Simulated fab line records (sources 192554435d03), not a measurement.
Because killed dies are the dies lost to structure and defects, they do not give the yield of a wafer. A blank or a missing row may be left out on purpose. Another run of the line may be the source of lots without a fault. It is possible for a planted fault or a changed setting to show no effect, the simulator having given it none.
Matching of chambers + flow n5Finfet + N5_FIN_SAQP_ETCH_51 on rieDiel-06: 4 sister chambers
The step etches SiARC in CF4, target depth 45.5 nm, time 75.8 s. 14 wafers are shown with their chamber, then 7 later ones without.

== WAFERS PAIRED WITH THEIR CHAMBERS ==
| wafer  | chamber | drypumpMotorCurrentA (A) | showerheadPlenumPTorr (Torr) | throttleValvePct (%) |
|--------|---------|--------------------------|------------------------------|----------------------|
| L075.1 | 2       | 5.4                      | 2.12                         | 15.81                |
| L075.2 | 3       | 6.8                      | 2.23                         | 15.59                |
| L075.4 | 0       | 5.5                      | 2.24                         | 15.67                |
| L077.1 | 0       | 5.5                      | 2.24                         | 15.67                |
| L077.5 | 3       | 6.8                      | 2.23                         | 15.60                |
| L077.6 | 0       | 5.5                      | 2.24                         | 15.65                |
| L078.1 | 2       | 5.4                      | 2.12                         | 15.82                |
| L078.2 | 1       | 5.3                      | 2.13                         | 15.66                |
| L078.3 | 0       | 5.5                      | 2.24                         | 15.66                |
| L083.1 | 3       | 6.8                      | 2.22                         | 15.62                |
| L083.3 | 1       | 5.4                      | 2.13                         | 15.66                |
| L083.5 | 3       | 6.8                      | 2.22                         | 15.63                |
| L088.1 | 3       | 6.8                      | 2.22                         | 15.63                |
| L088.3 | 2       | 5.4                      | 2.11                         | 15.85                |

SIGNATURES, as means of the wafers listed above
| reading               | chamber 0 | chamber 1 | chamber 2 | chamber 3 | scatter within a chamber |
|-----------------------|-----------|-----------|-----------|-----------|--------------------------|
| drypumpMotorCurrentA  | 5.500     | 5.350     | 5.400     | 6.800     | 0.0224                   |
| showerheadPlenumPTorr | 2.2400    | 2.1300    | 2.1167    | 2.2240    | 0.00432                  |
| throttleValvePct      | 15.6625   | 15.6600   | 15.8267   | 15.6140   | 0.0157                   |
Rule: for a wafer and a chamber, the distance is found by dividing, reading by reading, the gap between the wafer's reading and the chamber's mean by the reading's scatter, squaring, summing and taking the root. The wafer belongs to the nearest chamber; if the next one is less than 2 further off, it can't be placed. The scatter: the root of (the sum of the squares of (reading less its chamber's mean) over the shown wafers, divided by (wafers less chambers)).

== WAFERS WITHOUT THEIR CHAMBER ==
| wafer  | drypumpMotorCurrentA (A) | showerheadPlenumPTorr (Torr) | throttleValvePct (%) |
|--------|--------------------------|------------------------------|----------------------|
| L088.4 | 5.5                      | 2.24                         | 15.70                |
| L093.1 | 5.3                      | 2.12                         | 15.70                |
| L093.2 | 6.8                      | 2.22                         | 15.66                |
| L093.4 | 5.5                      | 2.23                         | 15.73                |
| L097.3 | 6.8                      | 2.21                         | 15.68                |
| L097.4 | 5.3                      | 2.12                         | 15.71                |
| L097.5 | 5.5                      | 2.23                         | 15.74                |

== WHICH CHAMBER EACH WENT THROUGH ==
| wafer  | from the rows above | in truth |
|--------|---------------------|----------|
| L088.4 | 0                   | 0        |
| L093.1 | 1                   | 1        |
| L093.2 | 3                   | 3        |
| L093.4 | 0                   | 0        |
| L097.3 | 3                   | 3        |
| L097.4 | 1                   | 1        |
| L097.5 | 0                   | 0        |
Placed correctly: 7 of 7. Not placeable from these rows: 0. Wrongly placed: 0.
